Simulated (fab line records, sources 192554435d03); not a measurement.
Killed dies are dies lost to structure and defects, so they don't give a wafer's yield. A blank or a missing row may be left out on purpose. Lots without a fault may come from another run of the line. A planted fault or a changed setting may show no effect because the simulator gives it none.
Chamber matching | flow n5_finfet | N5_BEOL_M0_SAQP_ETCH_84 on rie_diel-01: 4 sister chambers
The step etches SOC in N2/H2, target depth 100 nm, overetch 20 nm, time 150 s. 4 wafers are shown with their chamber, then 11 later ones without.

WAFERS WITH THEIR CHAMBER
wafer  | chamber | drypump_motor_current_A (A)
L078.1 | 0       | 5.3
L090.5 | 2       | 6.1
L090.6 | 3       | 5.5
L092.2 | 1       | 5.5

WAFERS WITHOUT THEIR CHAMBER
wafer  | drypump_motor_current_A (A)
L092.4 | 6.1
L092.6 | 5.5
L094.4 | 6.1
L094.5 | 5.6
L094.6 | 5.3
L095.1 | 5.5
L095.4 | 5.5
L095.5 | 6.1
L096.1 | 5.5
L096.2 | 5.3
L096.5 | 5.5

WHICH CHAMBER EACH WENT THROUGH
wafer  | from the rows above     | in truth
L092.4 | 2                       | 2
L092.6 | can't be placed: 1 or 3 | 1
L094.4 | 2                       | 2
L094.5 | can't be placed: 1 or 3 | 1
L094.6 | 0                       | 0
L095.1 | can't be placed: 1 or 3 | 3
L095.4 | can't be placed: 1 or 3 | 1
L095.5 | 2                       | 2
L096.1 | can't be placed: 1 or 3 | 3
L096.2 | 0                       | 0
L096.5 | can't be placed: 1 or 3 | 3
Placed correctly: 5 of 11. Can't be placed from these rows: 6 (the true chamber is among the candidates in 6). Placed wrongly: 0.
How it was worked out, from the rows above alone: a wafer's distance from a chamber is the root of the sum, over the readings, of the square of ((its reading less the chamber's mean) divided by the reading's scatter). The wafer belongs to the nearest chamber; if the next one is less than 2 further off, it can't be placed. A chamber's mean is the mean of its shown wafers. The scatter: with one shown wafer a chamber, the root of the mean of the squares of how far each hidden wafer lies from its nearest shown one.
